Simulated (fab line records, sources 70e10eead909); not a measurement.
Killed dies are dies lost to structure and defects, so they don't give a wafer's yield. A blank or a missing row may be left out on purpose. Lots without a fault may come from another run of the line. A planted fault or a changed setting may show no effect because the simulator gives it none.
Which tool did it? | flow nand_harc | 12 lots, 36 wafers sampled, at 5 steps of a route of 1159

WHAT THE GAUGES READ, wafer by wafer
NHARC_END_SORT_01.
lot  | measured     | on        | killed_at_array | killed_at_other | killed_at_periphery | killed_dies | killed_open | killed_short
L899 | day 22 00:01 | prober-02 | 18 107 9        | 0 1 0           | 5 5 8               | 23 113 17   | 3 2 1       | 2 1 2
L903 | day 23 18:26 | prober-01 | 118 118 28      | 3 3 3           | 6 3 1               | 127 124 32  | 2 1 2       | 2 2 4

WHICH TOOL RAN EACH LOT (tool, then ch and the chambers of the sampled wafers, then the start)
lot  | NHARC_A_STAIRCASE_TRIM_12          | NHARC_THIN_TSV_DESCUM_14           | NHARC_THIN_TSV_PVD_19                   | NHARC_THIN_TSV_PRE_CLEAN_54
L886 | rie_diel-03 ch 1,2,3, day 10 10:53 | rie_diel-08 ch 1,2, day 18 07:38   | pvd_sputter-02, day 18 12:28 or earlier | pvd_sputter-01, day 18 12:28
L888 | rie_diel-07 ch 1,2, day 11 03:01   | rie_diel-08 ch 0,2,3, day 18 18:45 | pvd_sputter-02, day 18 23:38 or earlier | pvd_sputter-02, day 18 23:38
L887 | rie_diel-02 ch 0,1, day 11 03:13   | rie_diel-01 ch 0,1,2, day 18 17:52 | pvd_sputter-03, day 18 22:33 or earlier | pvd_sputter-02, day 18 22:33
L892 | rie_diel-02 ch 0,3, day 11 11:16   | rie_diel-08 ch 1,2, day 19 02:21   | pvd_sputter-01, day 19 07:09 or earlier | pvd_sputter-02, day 19 07:09
L890 | rie_diel-02 ch 0,1, day 11 17:35   | rie_diel-08 ch 0,1,3, day 19 11:44 | pvd_sputter-01, day 19 16:23 or earlier | pvd_sputter-02, day 19 16:23
L893 | rie_diel-03 ch 0,1,2, day 12 13:44 | rie_diel-01 ch 0,2,3, day 20 05:29 | pvd_sputter-02, day 20 13:05 or earlier | pvd_sputter-02, day 20 13:05
L895 | rie_diel-02 ch 2,3, day 12 22:14   | rie_diel-01 ch 0,2,3, day 20 12:44 | pvd_sputter-02, day 20 17:36 or earlier | pvd_sputter-03, day 20 17:36
L894 | rie_diel-03 ch 0,1, day 12 22:30   | rie_diel-01 ch 2,3, day 20 13:56   | pvd_sputter-03, day 20 18:38 or earlier | pvd_sputter-01, day 20 18:38
L899 | rie_diel-02 ch 0,1,2, day 13 20:55 | rie_diel-04 ch 0,1, day 21 09:19   | pvd_sputter-03, day 21 14:14 or earlier | pvd_sputter-03, day 21 14:14
L903 | rie_diel-02 ch 0,1, day 15 06:04   | rie_diel-01 ch 1,2, day 22 23:25   | pvd_sputter-03, day 23 04:12 or earlier | pvd_sputter-01, day 23 04:12
L906 | rie_diel-07 ch 0,1,2, day 15 19:05 | rie_diel-04 ch 0,1,3, day 23 19:33 | pvd_sputter-01, day 24 00:37 or earlier | pvd_sputter-01, day 24 00:37
L905 | rie_diel-03 ch 0,2,3, day 16 03:20 | rie_diel-01 ch 0,1,2, day 24 07:06 | pvd_sputter-02, day 24 12:07 or earlier | pvd_sputter-01, day 24 12:07
- NHARC_A_STAIRCASE_TRIM_12: chemistry O2, time 211.2 s.
- NHARC_THIN_TSV_DESCUM_14: chemistry O2, time 3 s.
- NHARC_THIN_TSV_PVD_19: deposits TaN, target thk 20 nm.
- NHARC_THIN_TSV_PRE_CLEAN_54: time 30 s.

WHAT THE TOOLS THEMSELVES READ (means of the sampled wafers that have a number; where no wafer has one, the mark that the record gives instead)
NHARC_A_STAIRCASE_TRIM_12.
lot  | tool        | chamber_pressure_mTorr (mTorr) | drypump_motor_current_A (A) | oes_product_au (a.u.) | rf_vpp_V (V) | showerhead_plenum_p_Torr (Torr) | throttle_valve_pct (%)
L886 | rie_diel-03 | 60.00                          | 5.9                         | 0.997                 | 57.5         | 3.67                            | 17.042
L888 | rie_diel-07 | 60.05                          | 5.9                         | 0.995                 | 57.5         | 3.36                            | 17.043
L887 | rie_diel-02 | 59.97                          | 5.8                         | 1.006                 | 57.9         | 3.42                            | 17.041
L892 | rie_diel-02 | 60.02                          | 5.3                         | 0.993                 | 56.7         | 3.41                            | 17.033
L890 | rie_diel-02 | 60.04                          | 5.6                         | 1.011                 | 57.6         | 3.37                            | 17.034
L893 | rie_diel-03 | 60.02                          | 5.7                         | 0.997                 | 57.7         | 3.65                            | 17.045
L895 | rie_diel-02 | 60.02                          | 5.3                         | 1.003                 | 56.1         | 3.34                            | 17.021
L894 | rie_diel-03 | 60.01                          | 5.6                         | 0.994                 | 57.6         | 3.65                            | 17.038
L899 | rie_diel-02 | 59.96                          | 5.6                         | 1.009                 | 57.9         | 3.36                            | 17.046
L903 | rie_diel-02 | 60.00                          | 5.7                         | 1.006                 | 56.9         | 3.40                            | 17.033
L906 | rie_diel-07 | 59.96                          | 6.0                         | 1.008                 | 58.2         | 3.48                            | 17.032
L905 | rie_diel-03 | 59.99                          | 5.8                         | 1.000                 | 58.4         | 3.58                            | 17.039

NHARC_THIN_TSV_DESCUM_14.
lot  | tool        | chamber_pressure_mTorr (mTorr) | drypump_motor_current_A (A) | oes_product_au (a.u.) | rf_vpp_V (V) | showerhead_plenum_p_Torr (Torr) | throttle_valve_pct (%)
L886 | rie_diel-08 | 60.04                          | 5.8                         | 1.001                 | 58.7         | 2.01                            | 11.320
L888 | rie_diel-08 | 60.01                          | 5.7                         | 0.998                 | 57.7         | 1.92                            | 11.303
L887 | rie_diel-01 | 60.00                          | 5.9                         | 0.987                 | 57.0         | 1.99                            | 11.316
L892 | rie_diel-08 | 59.94                          | 5.8                         | 0.998                 | 58.3         | 2.01                            | 11.307
L890 | rie_diel-08 | 59.98                          | 5.7                         | 1.012                 | 57.8         | 1.88                            | 11.308
L893 | rie_diel-01 | 60.00                          | 5.7                         | 0.998                 | 56.9         | 1.91                            | 11.315
L895 | rie_diel-01 | 59.93                          | 5.7                         | 1.003                 | 58.3         | 1.91                            | 11.303
L894 | rie_diel-01 | 59.95                          | 6.0                         | 0.989                 | 57.5         | 1.95                            | 11.312
L899 | rie_diel-04 | 60.01                          | 5.8                         | 0.996                 | 58.1         | 1.93                            | 11.309
L903 | rie_diel-01 | 59.99                          | 6.2                         | 0.994                 | 58.5         | 2.04                            | 11.308
L906 | rie_diel-04 | 59.99                          | 5.8                         | 1.001                 | 58.4         | 1.92                            | 11.312
L905 | rie_diel-01 | 59.99                          | 5.9                         | 0.999                 | 58.3         | 1.99                            | 11.313

NHARC_THIN_TSV_PVD_19.
lot  | tool           | throttle_valve_pct (%)
L886 | pvd_sputter-02 | 30.6
L888 | pvd_sputter-02 | 29.0
L887 | pvd_sputter-03 | 29.2
L892 | pvd_sputter-01 | 29.6
L890 | pvd_sputter-01 | 29.5
L893 | pvd_sputter-02 | 30.0
L895 | pvd_sputter-02 | 29.9
L894 | pvd_sputter-03 | 29.3
L899 | pvd_sputter-03 | 29.3
L903 | pvd_sputter-03 | 28.9
L906 | pvd_sputter-01 | 29.9
L905 | pvd_sputter-02 | 29.5

NHARC_THIN_TSV_PRE_CLEAN_54.
lot  | tool           | heater_power_w (W)
L886 | pvd_sputter-01 | 381
L888 | pvd_sputter-02 | 393
L887 | pvd_sputter-02 | 423
L892 | pvd_sputter-02 | 377
L890 | pvd_sputter-02 | 372
L893 | pvd_sputter-02 | 378
L895 | pvd_sputter-03 | 382
L894 | pvd_sputter-01 | 428
L899 | pvd_sputter-03 | 451
L903 | pvd_sputter-01 | 394
L906 | pvd_sputter-01 | 398
L905 | pvd_sputter-01 | 432

THE ANSWER, worked out from the rows above alone
Rule: what is usual is taken from the lots themselves. Put in order of their means at a reading, lots are off if they are a third of the lots or fewer, leave a main group of 4 or more, and stand apart from it by a gap of 3 or more times the standard deviation of the main group's means; of several such gaps the widest counts. A main group whose means are all the same, to the digits that the tables above print for the reading, isn't used. A lot without any number at a reading at which 4 lots or more have one is off too. The other lots that the step has rows for count as sound. The gauges are gone through in route order, then the tools' own readings, and for those a lot's mean is taken as printed above. The first step at which some lot is off is used, and at that step the reading that is off furthest; a lot without a number counts as furthest.
No lot is off at any reading shown: from this, nothing can be told.

WHAT THE SIMULATOR HAD PUT IN
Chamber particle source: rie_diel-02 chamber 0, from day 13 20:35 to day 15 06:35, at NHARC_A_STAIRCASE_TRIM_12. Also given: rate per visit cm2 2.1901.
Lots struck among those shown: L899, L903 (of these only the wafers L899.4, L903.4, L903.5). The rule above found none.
